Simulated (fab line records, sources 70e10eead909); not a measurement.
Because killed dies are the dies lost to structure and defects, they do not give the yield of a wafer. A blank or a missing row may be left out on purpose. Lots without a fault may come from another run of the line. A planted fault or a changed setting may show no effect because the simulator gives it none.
A struck lot beside a sound one :: flow nandHarc :: 15 steps out of a route of 1302
Sound: wafers L768.2, L768.5, L768.6. Struck: wafer L755.5. (L755.3, L755.6 of the same lot were not struck and are left out.) The cause comes at the end.
For every step that has rows: the tool of each side, followed by ch and its chambers, followed by its first start. Under that, the readings that differ: sound wafers :: struck wafers :: difference of the means :: sigmas: that difference in standard deviations of wafers without a fault.
alike: same words and numbers on both sides, and readings whose means sit less than 2 such deviations apart. not compared: any withheld reading, any reading some wafer has no value for, any bound like >300 that may hide the same value, and any number with overlapping values for which the record gives no deviation.
The two part at a step that has a row with sigmas, a row that says differs or no value, or rows on one side only. Non-overlapping numbers with no deviation appear without sigmas and do not part them. A reading that every wafer of one side lacks parts them only if that side has two wafers or more.

first, 6 steps without rows for these wafers: NHARC_A_CONTACT_COAT_63 (resist thk 90 nm); NHARC_A_CONTACT_SOFTBAKE_64 (time 55 s); NHARC_A_CONTACT_EBR_65; NHARC_A_CONTACT_EXPOSE_66 (exposes mask A CC 2); NHARC_A_CONTACT_PEB_67 (peb time 65 s); NHARC_A_CONTACT_DEVELOP_68 (develop time 35 s).
NHARC_A_CONTACT_CD_MEAS_69 targets a cd of 300 nm.
  sound on cdSem-02 ch 0, day 30 13:46; struck on cdSem-02 ch 0, day 25 15:00
  alike: cdNm
NHARC_A_CONTACT_OVL_MEAS_70:
  struck on overlay-01, day 25 15:05; sound on overlay-01, day 30 13:50
reading: overlayXNm (nm)
sound: -0.4 -0.4 -0.5
struck: 1.4
difference: +1.8
sigmas: +2
  alike: overlayYNm
NHARC_A_CONTACT_INSPECT_71:
  struck on defectInspect-01, day 25 15:07; sound on defectInspect-01, day 30 13:53
  alike: rawDefectCount
NHARC_A_CONTACT_DESCUM_74: chemistry O2, time 3 s.
  sound on rieDiel-13 ch 1,2, day 30 13:56; struck on rieDiel-12 ch 1, day 25 15:12
reading: rfVppV (V)
sound: 58.7 60.3 57.7
struck: 56.9
difference: -2.0
sigmas: -2

reading: showerheadPlenumPTorr (Torr)
sound: 2.08 2.06 2.08
struck: 1.84
difference: -0.23
sigmas: -3

reading: throttleValvePct (%)
sound: 11.300 11.306 11.312
struck: 11.332
difference: +0.026
sigmas: +3
  alike: drypumpMotorCurrentA, o2FlowSccm, oesProductAu
  not compared: rfHoursCounterH
NHARC_A_CONTACT_ETCH_75: etches the open film in CF4, target depth 39 nm, time 65 s.
  sound on rieDiel-13 ch 0,1,2, day 30 14:02; struck on rieDiel-12 ch 0, day 25 15:16
reading: oesProductAu (a.u.)
sound: 0.986 0.991 0.990
struck: 1.018
difference: +0.029
sigmas: +3

reading: runLengthS (s)
sound: 85.9 87.4 87.0
struck: 85.8
difference: -1.0
sigmas: -2

reading: showerheadPlenumPTorr (Torr)
sound: 1.89 1.72 1.91
struck: 1.64
difference: -0.20
sigmas: -3
  alike: drypumpMotorCurrentA, rfVppV, throttleValvePct
  not compared: rfHoursCounterH
NHARC_A_CONTACT_ETCH_76: etches the open film in N2/H2, target depth 260 nm, time 475.3 s.
  sound: rieDiel-13 ch 0,3; struck: rieDiel-12 ch 0
  alike: drypumpMotorCurrentA, h2FlowSccm, n2FlowSccm, oesProductAu, rfVppV, runLengthS, showerheadPlenumPTorr, throttleValvePct
  not compared: rfHoursCounterH
NHARC_A_CONTACT_ETCH_77: etches the open film in CF4/CHF3, target depth 108.9 nm, time 54.5 s.
  sound on rieDiel-13 ch 0,3, day 30 14:28; struck on rieDiel-12 ch 1, day 25 15:41
reading: drypumpMotorCurrentA (A)
sound: 5.4 5.4 5.7
struck: 6.4
difference: +0.9
sigmas: +2

reading: oesProductAu (a.u.)
sound: 0.984 0.984 0.975
struck: 0.930
difference: -0.051
sigmas: -2

reading: runLengthS (s)
sound: 75.4 75.9 77.1
struck: 64.8
difference: -11.3
sigmas: -28
  alike: rfVppV, showerheadPlenumPTorr, throttleValvePct
  not compared: rfHoursCounterH
NHARC_A_CONTACT_ETCH_78: etches the open film in O2/COS, target depth 5300 nm, time 1378 s.
  sound: rieDiel-13 ch 0,2,3; struck: rieDiel-12 ch 1
  alike: drypumpMotorCurrentA, o2FlowSccm, oesProductAu, rfVppV, runLengthS, showerheadPlenumPTorr, throttleValvePct
  not compared: rfHoursCounterH
-- break in the record here, with 3 days between the starts of the struck wafers on either side (left off in module A_CONTACT, picked up again in module END, where the first step shown is number 1302 on the route) --
NHARC_END_SORT_01:
  only the struck wafers appear in the record here, on prober-02 ch 0 at day 28 06:49; the sound ones have no rows

## WHERE THEY PART
First at NHARC_A_CONTACT_OVL_MEAS_70; last, within this record, at NHARC_END_SORT_01.

WHY: the cause the simulator had injected
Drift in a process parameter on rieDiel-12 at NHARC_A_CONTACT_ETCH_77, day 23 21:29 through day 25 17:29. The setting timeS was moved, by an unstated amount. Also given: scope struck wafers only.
